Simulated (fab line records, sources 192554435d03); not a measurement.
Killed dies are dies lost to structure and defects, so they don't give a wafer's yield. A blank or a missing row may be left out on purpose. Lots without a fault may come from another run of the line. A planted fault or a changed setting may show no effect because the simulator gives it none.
Which tool did it? | flow n5_finfet | 8 lots, 22 wafers sampled, at 5 steps of a route of 1938

WHAT THE GAUGES READ, wafer by wafer
N5_BEOL_M4_RC_MEAS_101. Usual: CHAIN_V0 234 ohm/link, standard deviation 10; CHAIN_V0_max_site 243 ohm/link, standard deviation 11; COMB_M1 5.7e-11 S/m, standard deviation 1e-11; COMB_M1_max_site 8.2e-11 S/m, standard deviation 2e-11; DIBL_N 36.0 mV/V, standard deviation 1.7; DIBL_P 36.2 mV/V, standard deviation 1.9; IOFF_N 0.154 nA/um, standard deviation 0.028; IOFF_P 0.21 nA/um, standard deviation 0.036; ION_N 675 uA/um, standard deviation 11; ION_P 463 uA/um, standard deviation 8.3; SERP_M1 195 ohm/um, standard deviation 15; SERP_M1_max_site 206 ohm/um, standard deviation 17; SS_N 71.4 mV/dec, standard deviation 0.63; SS_P 73.2 mV/dec, standard deviation 0.55; VT_N 250.2 mV, standard deviation 3; VT_P -251 mV, standard deviation 3.7.
lot  | measured     | on        | CHAIN_V0 (ohm/link) | CHAIN_V0_max_site (ohm/link) | COMB_M1 (S/m)            | COMB_M1_max_site (S/m)     | DIBL_N (mV/V)  | DIBL_P (mV/V)  | IOFF_N (nA/um)    | IOFF_P (nA/um) | ION_N (uA/um) | ION_P (uA/um) | SERP_M1 (ohm/um) | SERP_M1_max_site (ohm/um) | SS_N (mV/dec)  | SS_P (mV/dec)  | VT_N (mV)         | VT_P (mV)      | flag
L389 | day 9 05:26  | prober-01 | 237 242 239         | 250 250 255                  | 6.5e-11 6.3e-11 6.7e-11  | 9.2e-11 7.5e-11 1.43e-10   | 35.0 38.3 39.0 | 33.2 38.5 38.7 | 0.116 0.186 0.196 | 0.17 0.26 0.26 | 670 688 700   | 455 474 477   | 205 212 200      | 226 222 214               | 71.2 72.9 72.4 | 73.0 73.9 73.9 | 252.2 245.6 245.2 | -252 -247 -246 |
L390 | day 13 19:13 | prober-01 | 232 217 234         | 237 221 242                  | 6.5e-11 5.7e-11 4.3e-11  | 9.7e-11 8.4e-11 6.7e-11    | 34.5 36.8 37.0 | 35.1 38.3 39.3 | 0.143 0.181 0.202 | 0.19 0.23 0.26 | 664 683 688   | 458 470 469   | 173 161 177      | 175 166 179               | 71.8 71.7 72.3 | 73.2 74.0 73.5 | 250.0 249.0 244.7 | -254 -251 -247 |
L391 | day 11 04:26 | prober-02 | 236 241 233         | 242 249 246                  | 5.1e-11 7.8e-11 6e-11    | 7.5e-11 8.8e-11 9.2e-11    | 32.7 35.9 36.7 | 32.2 34.8 36.0 | 0.103 0.140 0.152 | 0.16 0.19 0.20 | 668 672 678   | 463 457 458   | 185 179 170      | 191 194 187               | 70.7 70.7 70.6 | 72.2 73.0 73.6 | 255.7 251.5 250.0 | -256 -255 -251 |
L395 | day 12 05:21 | prober-01 | 236 226 237         | 244 235 243                  | 5.1e-11 3.7e-11 7.1e-11  | 6e-11 5.6e-11 8.9e-11      | 36.9 35.5 36.7 | 37.4 35.5 36.4 | 0.154 0.126 0.142 | 0.20 0.18 0.18 | 673 660 670   | 455 455 455   | 189 198 195      | 203 207 206               | 71.7 72.1 71.4 | 73.4 72.6 73.1 | 252.1 252.8 250.3 | -252 -252 -254 |
L404 | day 14 04:01 | prober-01 | 232 225 237         | 233 228 243                  | 5.9e-11 7.1e-11 6.7e-11  | 7.7e-11 1.4e-10 8.6e-11    | 35.8 34.4 33.4 | 35.0 34.3 32.6 | 0.147 0.138 0.119 | 0.18 0.18 0.16 | 667 684 667   | 456 466 449   | 198 201 192      | 203 206 201               | 71.2 71.4 71.3 | 73.4 73.2 72.6 | 253.0 249.5 257.5 | -254 -255 -255 |
L406 | day 15 03:25 | prober-02 | 241 162 152         | 253 167 158                  | 4.4e-11 5.5e-10 4.36e-10 | 6.8e-11 1.055e-09 7.66e-10 | 37.2 39.3 36.8 | 37.0 38.5 36.7 | 0.177 0.221 0.175 | 0.23 0.26 0.24 | 681 682 687   | 468 466 474   | 201 158 145      | 216 163 148               | 71.8 72.9 70.9 | 73.7 73.6 74.0 | 250.5 246.6 247.1 | -249 -246 -248 | OFF
L408 | day 15 06:41 | prober-01 | 222 155             | 232 158                      | 5e-11 5.05e-10           | 6.9e-11 6.21e-10           | 36.0 39.1      | 36.7 38.8      | 0.158 0.214       | 0.20 0.23      | 665 697       | 462 468       | 205 157          | 214 159                   | 71.2 71.9      | 72.8 73.2      | 247.5 244.7       | -249 -251      | OFF
L409 | day 15 06:41 | prober-02 | 156 245             | 161 253                      | 4.57e-10 4.1e-11         | 7.09e-10 5.3e-11           | 37.4 37.1      | 39.0 37.7      | 0.203 0.182       | 0.29 0.27      | 690 676       | 476 471       | 149 198          | 154 211                   | 71.6 71.2      | 74.1 73.0      | 243.0 246.8       | -243 -244      | OFF

WHICH TOOL RAN EACH LOT (tool, then ch and the chambers of the sampled wafers, then the start)
lot  | N5_BEOL_M1_STRIP_36                | N5_BEOL_M1_ALD_84                   | N5_BEOL_M1_SPUTTER_48        | N5_BEOL_M1_SPUTTER_79
L389 | rie_diel-02 ch 1,2,3, day 7 00:33  | ald_metal-02 ch 0,1, day 7 01:15    | pvd_sputter-01, day 7 01:58  | pvd_sputter-01, day 7 02:11
L390 | rie_diel-02 ch 1,2,3, day 7 01:31  | ald_metal-04 ch 0,1, day 7 02:18    | pvd_sputter-02, day 7 04:02  | pvd_sputter-02, day 7 04:16
L391 | rie_diel-06 ch 0,2,3, day 7 06:19  | ald_metal-04 ch 0,1, day 7 07:19    | pvd_sputter-03, day 7 09:16  | pvd_sputter-03, day 7 09:29
L395 | rie_diel-06 ch 0,1,3, day 8 20:18  | ald_metal-02 ch 0,1,2, day 8 20:58  | pvd_sputter-02, day 8 21:28  | pvd_sputter-02, day 8 21:41
L404 | rie_diel-04 ch 1,2,3, day 10 16:28 | ald_metal-02 ch 0,2,3, day 10 17:01 | pvd_sputter-03, day 10 17:28 | pvd_sputter-03, day 10 17:41
L406 | rie_diel-02 ch 0,1,3, day 10 22:11 | ald_metal-02 ch 0,2,3, day 10 22:41 | pvd_sputter-03, day 10 23:16 | pvd_sputter-03, day 10 23:29
L408 | rie_diel-06 ch 0,2, day 11 06:08   | ald_metal-02 ch 0, day 11 06:41     | pvd_sputter-03, day 11 07:14 | pvd_sputter-03, day 11 07:28
L409 | rie_diel-06 ch 1, day 11 15:34     | ald_metal-02 ch 0,2, day 11 16:03   | pvd_sputter-03, day 11 16:32 | pvd_sputter-03, day 11 16:45
- N5_BEOL_M1_STRIP_36: strips in N2/H2.
- N5_BEOL_M1_ALD_84: deposits TaN, pulse time 2 s, purge time 3 s, co reactant purge time 2 s.
- N5_BEOL_M1_SPUTTER_48: material Cu, target thk 4.5 nm, time 8.29 s.
- N5_BEOL_M1_SPUTTER_79: material Cu, target thk 4.5 nm, time 8.29 s.

WHAT THE TOOLS THEMSELVES READ (means of the sampled wafers that have a number; where no wafer has one, the mark that the record gives instead)
N5_BEOL_M1_STRIP_36. Usual: drypump_motor_current_A 5.6 A, standard deviation 0.36; oes_product_au 0.76 a.u., standard deviation 0.097; rf_vpp_V 59.1 V, standard deviation 1.5; showerhead_plenum_p_Torr 2.50 Torr, standard deviation 0.082; throttle_valve_pct 23.72 %, standard deviation 0.27.
lot  | tool        | drypump_motor_current_A (A) | oes_product_au (a.u.) | rf_vpp_V (V) | showerhead_plenum_p_Torr (Torr) | throttle_valve_pct (%) | flag
L389 | rie_diel-02 | 5.8                         | 0.72                  | 59.1         | 2.48                            | 23.63                  |
L390 | rie_diel-02 | 5.8                         | 0.73                  | 60.2         | 2.48                            | 23.64                  |
L391 | rie_diel-06 | 5.1                         | 0.79                  | 60.4         | 2.52                            | 23.67                  |
L395 | rie_diel-06 | 5.3                         | 0.78                  | 58.0         | 2.44                            | 23.56                  |
L404 | rie_diel-04 | 5.7                         | 0.69                  | 58.0         | 2.52                            | 23.99                  |
L406 | rie_diel-02 | 5.7                         | 0.78                  | 58.4         | 2.50                            | 23.69                  |
L408 | rie_diel-06 | 5.1                         | 0.77                  | 59.9         | 2.55                            | 23.59                  |
L409 | rie_diel-06 | 5.6                         | 0.72                  | 60.2         | 2.40                            | 23.34                  |

N5_BEOL_M1_ALD_84. Usual: heater_power_w 414 W, standard deviation 46; precursor_vessel_pressure_torr 26.25 Torr, standard deviation 0.055; susceptor_temp_C 274.98 C, standard deviation 0.17.
lot  | tool         | heater_power_w (W) | precursor_vessel_pressure_torr (Torr) | susceptor_temp_C (C) | flag
L389 | ald_metal-02 | 465                | 26.22                                 | 274.88               |
L390 | ald_metal-04 | 400                | 26.29                                 | 275.08               |
L391 | ald_metal-04 | 447                | 26.31                                 | 275.08               |
L395 | ald_metal-02 | 454                | 26.26                                 | 275.02               |
L404 | ald_metal-02 | 437                | 26.25                                 | 275.02               |
L406 | ald_metal-02 | 444                | 26.26                                 | 275.05               |
L408 | ald_metal-02 | 482                | 26.21                                 | 275.13               |
L409 | ald_metal-02 | 452                | 26.24                                 | 274.97               |

N5_BEOL_M1_SPUTTER_48. Usual: substrate_temp_c -20.01 C, standard deviation 0.1; susceptor_temp_C -19.99 C, standard deviation 0.12; throttle_valve_pct 30.2 %, standard deviation 0.71.
lot  | tool           | substrate_temp_c (C) | susceptor_temp_C (C) | throttle_valve_pct (%) | flag
L389 | pvd_sputter-01 | -19.89               | -20.05               | 30.4                   |
L390 | pvd_sputter-02 | -20.03               | -20.02               | 30.3                   |
L391 | pvd_sputter-03 | -20.01               | -19.86               | 29.8                   |
L395 | pvd_sputter-02 | -20.15               | -19.86               | 30.4                   |
L404 | pvd_sputter-03 | -20.08               | -19.92               | 29.8                   |
L406 | pvd_sputter-03 | -20.01               | -20.04               | 30.3                   |
L408 | pvd_sputter-03 | -20.05               | -20.05               | 30.4                   |
L409 | pvd_sputter-03 | -19.89               | -20.13               | 30.0                   |

N5_BEOL_M1_SPUTTER_79. Usual: substrate_temp_c -19.99 C, standard deviation 0.095; susceptor_temp_C -20.02 C, standard deviation 0.11; throttle_valve_pct 30.2 %, standard deviation 0.69.
lot  | tool           | substrate_temp_c (C) | susceptor_temp_C (C) | throttle_valve_pct (%) | flag
L389 | pvd_sputter-01 | -19.95               | -19.99               | 30.5                   |
L390 | pvd_sputter-02 | -19.99               | -20.10               | 30.3                   |
L391 | pvd_sputter-03 | -20.05               | -20.00               | 29.6                   |
L395 | pvd_sputter-02 | -20.01               | -20.09               | 30.4                   |
L404 | pvd_sputter-03 | -19.87               | -20.03               | 29.8                   |
L406 | pvd_sputter-03 | -20.12               | -20.07               | 30.2                   |
L408 | pvd_sputter-03 | -19.98               | -19.94               | 30.4                   |
L409 | pvd_sputter-03 | -19.99               | -20.01               | 29.9                   |

THE ANSWER, worked out from the rows above alone
Rule: a lot is off if the mean of its wafers that have a number lies more than 3 standard deviations from the usual mean. A lot without any number at a reading at which 4 lots or more have one is off too. The other lots that the step has rows for count as sound. The gauges are gone through in route order, then the tools' own readings, and for those a lot's mean is taken as printed above. The first step at which some lot is off is used, and at that step the reading that is off furthest; a lot without a number counts as furthest.
Off: L406, L408, L409, at N5_BEOL_M4_RC_MEAS_101 (COMB_M1).
A tool fits if, at a process step before that reading, it ran every lot that is off, and no sound lot after the first of them. The gauges at N5_BEOL_M4_RC_MEAS_101 are tried like those tools. Can't be told from this: 2 tools fit, ald_metal-02 at N5_BEOL_M1_ALD_84, pvd_sputter-03 at N5_BEOL_M1_SPUTTER_48 and N5_BEOL_M1_SPUTTER_79.

WHAT THE SIMULATOR HAD PUT IN
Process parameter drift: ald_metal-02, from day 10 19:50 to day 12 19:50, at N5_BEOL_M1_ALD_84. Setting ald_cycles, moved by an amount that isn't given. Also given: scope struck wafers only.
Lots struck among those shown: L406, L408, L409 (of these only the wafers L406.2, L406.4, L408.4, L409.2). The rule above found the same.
